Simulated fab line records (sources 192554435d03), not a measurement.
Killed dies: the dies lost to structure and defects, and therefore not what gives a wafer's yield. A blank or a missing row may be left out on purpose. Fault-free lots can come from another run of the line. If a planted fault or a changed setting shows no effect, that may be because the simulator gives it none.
Comparing a struck lot with a sound one :: flow n5Finfet :: 27 out of 1938 route steps
Sound: wafers L645.1, L645.4, L645.5. Wafers L648.2, L648.3, L648.5 were the ones struck. Last of all comes the cause.
Order at every step that has rows: each side's tool, ch and its chambers, its first start. Under that, the readings that differ: sound wafers :: struck wafers :: difference of the means :: sigmas: that difference in standard deviations of wafers without a fault.
alike: a reading whose means differ by less than 2 such deviations, as well as words and numbers matching on both sides. not compared: withheld readings; readings where some wafer has no value; bounds like >300 that might hide an equal value; numbers whose values overlap and for which the record gives no deviation.
The two part at a step that has a row with sigmas, a row that says differs or no value, or rows on one side only. Non-overlapping numbers with no deviation appear without sigmas and do not part them. Lack of a reading on every wafer of one side parts them only where that side has two or more wafers.

first, 7 steps without rows for these wafers: N5_BEOL_M0_SAQP_COAT_82 (time 60 s, resist thk 30 nm); N5_BEOL_M0_SAQP_COAT_08 (resist thk 90 nm); N5_BEOL_M0_SAQP_EBR_10; N5_BEOL_M0_SAQP_SOFTBAKE_09 (time 60 s); N5_BEOL_M0_SAQP_EXPOSE_11 (exposes mask M0 CORE, target cd 42 nm); N5_BEOL_M0_SAQP_PEB_12 (peb time 60 s); N5_BEOL_M0_SAQP_DEVELOP_13 (develop time 30 s).
N5_BEOL_M0_SAQP_CD_MEAS_14: the cd target is 42.5 nm.
  sound on cdSem-03 ch 0, day 5 20:10; struck on cdSem-02 ch 0, day 6 13:13
  alike: cdNm
N5_BEOL_M0_SAQP_OVL_MEAS_15:
  sound on overlay-01 ch 0, day 5 20:11; struck on overlay-02 ch 0, day 6 13:15
  alike: M0_CORE_OVL
N5_BEOL_M0_SAQP_INSPECT_16: inspects for defects (brightfield).
  sound on defectInspect-02 at day 5 20:13; struck on defectInspect-02 at day 6 13:17
  alike: rawDefectCount
N5_BEOL_M0_SAQP_DESCUM_19: chemistry O2, time 7.9 s.
  sound on rieDiel-02 ch 1,2, day 5 20:15; struck on rieDiel-02 ch 0,3, day 6 13:19
  alike: drypumpMotorCurrentA, oesProductAu, rfVppV, showerheadPlenumPTorr, throttleValvePct
  not compared: rfHoursCounterH
N5_BEOL_M0_SAQP_ETCH_83: etches SiARC in CF4, target depth 39 nm, time 65 s.
  sound on rieDiel-02 ch 1,2, day 5 20:17; struck on rieDiel-02 ch 0,3, day 6 13:20
  alike: biasW, cf4FlowSccm, drypumpMotorCurrentA, etchRfOnTimeS, oesProductAu, rfVppV, showerheadPlenumPTorr, throttleValvePct
  not compared: rfHoursCounterH
N5_BEOL_M0_SAQP_ETCH_84: etches SOC in N2/H2, target depth 100 nm, overetch 20 nm, time 150 s.
  sound on rieDiel-02 ch 1,2, day 5 20:20; struck on rieDiel-02 ch 0,3, day 6 13:23
  no value came back on the struck wafers for any of 7 readings (biasW (W), chamberPressureMTorr (mTorr) and others); on the sound wafers biasW (W) reads 150.6 150.0 150.3
reading: model.CAR-ArF_of_BEOL_M0_SAQP_COAT_08.thkNm (nm)
sound: 0 0 0
struck: 55.2 55.2 55.4
difference: +55.3
sigmas: 

reading: model.SiARC_of_BEOL_M0_SAQP_COAT_82.thkNm (nm)
sound: 24.4 24.2 24.4
struck: 30.2 30 30
difference: +5.7
sigmas: 
  not compared: rfHoursCounterH
then, 1 step without rows for these wafers: N5_BEOL_M0_SAQP_STRIP_80 (strips in N2/H2).
N5_BEOL_M0_SAQP_HM_OPEN_112: chemistry CHF3/O2, target SiO2, stops on a-Si, target depth 12 nm, time 13.5 s.
  sound on rieDiel-02 ch 1,2, day 5 20:26; struck on rieDiel-02 ch 0,3, day 6 13:30
reading: oesProductAu (a.u.)
sound: 0.62 0.50 0.63
struck: 0.30 0.36 0.36
difference: -0.24
sigmas: -4

reading: model.SiARC_of_BEOL_M0_SAQP_COAT_82.thkNm (nm)
sound: 5 5 5
struck: 10.6 10.4 10.2
difference: +5.4
sigmas: 
  alike: drypumpMotorCurrentA, oes_f_703_au, rfVppV, showerheadPlenumPTorr, throttleValvePct
  not compared: rfHoursCounterH
then, 1 step without rows for these wafers: N5_BEOL_M0_SAQP_STRIP_113 (strips in CHF3/O2).
N5_BEOL_M0_SAQP_MANDREL_ETCH_20: etches a-Si in HBr/Cl2, stops on SiNx, target depth 60 nm, bt time 10 s, time 30 s.
  sound on rieSi-01 ch 0,3, day 5 20:32; struck on rieSi-01 ch 1,3, day 6 13:35
reading: oesProductAu (a.u.)
sound: 0.756 0.797 0.767
struck: 0.327 0.323 0.315
difference: -0.452
sigmas: -27

reading: throttleValvePct (%)
sound: 35.43 35.81 35.43
struck: 36.32 35.96 36.31
difference: +0.64
sigmas: +2
  alike: HBr_flow_sccm, biasW, drypumpMotorCurrentA
  not compared: rfHoursCounterH
then, 3 steps without rows for these wafers: N5_BEOL_M0_SAQP_STRIP_86 (strips in N2/H2); N5_BEOL_M0_SAQP_STRIP_115 (strips in post etch residue remover, time 60 s); N5_BEOL_M0_SAQP_SRD_93 (time 30 s).
N5_BEOL_M0_SAQP_RECESS_114: chemistry HF/NH3, target SiO2, target depth 14.4 nm, afs cycles 3, sublimation time 60 s.
  sound on vaporEtch-02 ch 0,1, day 5 20:46; struck on vaporEtch-01 ch 0,1, day 6 13:49
  alike: drypumpMotorCurrentA, forelinePTorr, sublimationTempC
N5_BEOL_M0_SAQP_SPACER1_ALD_98: deposits SiO2, target thk 12.8 nm, pulse time 1 s, purge time 2 s.
  sound on aldSin-04 ch 0,1,3, day 5 21:33; struck on aldSin-04 ch 0,2,3, day 6 14:26
  alike: heaterPowerW, precursorPulseHeightRel
N5_BEOL_M0_SAQP_SPACER1_ETCHBACK_99: etches SiO2 in CHF3/O2, target depth 15.4 nm, time 7.7 s.
  sound on rieDiel-03 ch 0,2, day 5 22:01; struck on rieDiel-06 ch 1,3, day 6 14:54
reading: oesProductAu (a.u.)
sound: 0.88 0.88 0.71
struck: 0.27 0.27 0.26
difference: -0.56
sigmas: -6
  alike: drypumpMotorCurrentA, oes_f_703_au, rfVppV, showerheadPlenumPTorr, throttleValvePct
  not compared: rfHoursCounterH
N5_BEOL_M0_SAQP_MANDREL1_REMOVE_100: chemistry HBr/Cl2/O2, target a-Si, stops on SiNx, bt time 10 s.
  sound on rieSi-06 ch 1,2,3, day 5 22:07; struck on rieSi-06 ch 0,1,2, day 6 15:01
reading: oesProductAu (a.u.)
sound: 0.978 1.035 1.005
struck: 0.374 0.374 0.388
difference: -0.627
sigmas: -29
  alike: drypumpMotorCurrentA, throttleValvePct
  not compared: rfHoursCounterH
N5_BEOL_M0_SAQP_CD_MEAS_25: the cd target is 13.1 nm.
  sound on cdSem-03 ch 0, day 5 22:13; struck on cdSem-01 ch 0, day 6 15:08
reading: cdNm (nm)
sound: 12.56 12.89 12.88
struck: - - -
difference: no value on the struck wafers
sigmas: 
N5_BEOL_M0_SAQP_ETCH_101: etches SiNx in CH3F/O2, target depth 29.9 nm, time 42.7 s.
  sound on rieDiel-02 ch 0,1,2, day 5 22:20; struck on rieDiel-03 ch 0,1,2, day 6 15:10
  alike: CH3F_flow_sccm, O2_flow_sccm, drypumpMotorCurrentA, oes_f_703_au, oesProductAu, rfVppV, showerheadPlenumPTorr, throttleValvePct
  not compared: rfHoursCounterH
N5_BEOL_M4_RC_MEAS_101:
  the record has rows for the sound wafers here (prober-01 ch 0, day 9 06:11) and none for the struck ones

## WHERE THEY PART
First at N5_BEOL_M0_SAQP_ETCH_84; last, within this record, at N5_BEOL_M4_RC_MEAS_101.

WHY: what the simulator had put in
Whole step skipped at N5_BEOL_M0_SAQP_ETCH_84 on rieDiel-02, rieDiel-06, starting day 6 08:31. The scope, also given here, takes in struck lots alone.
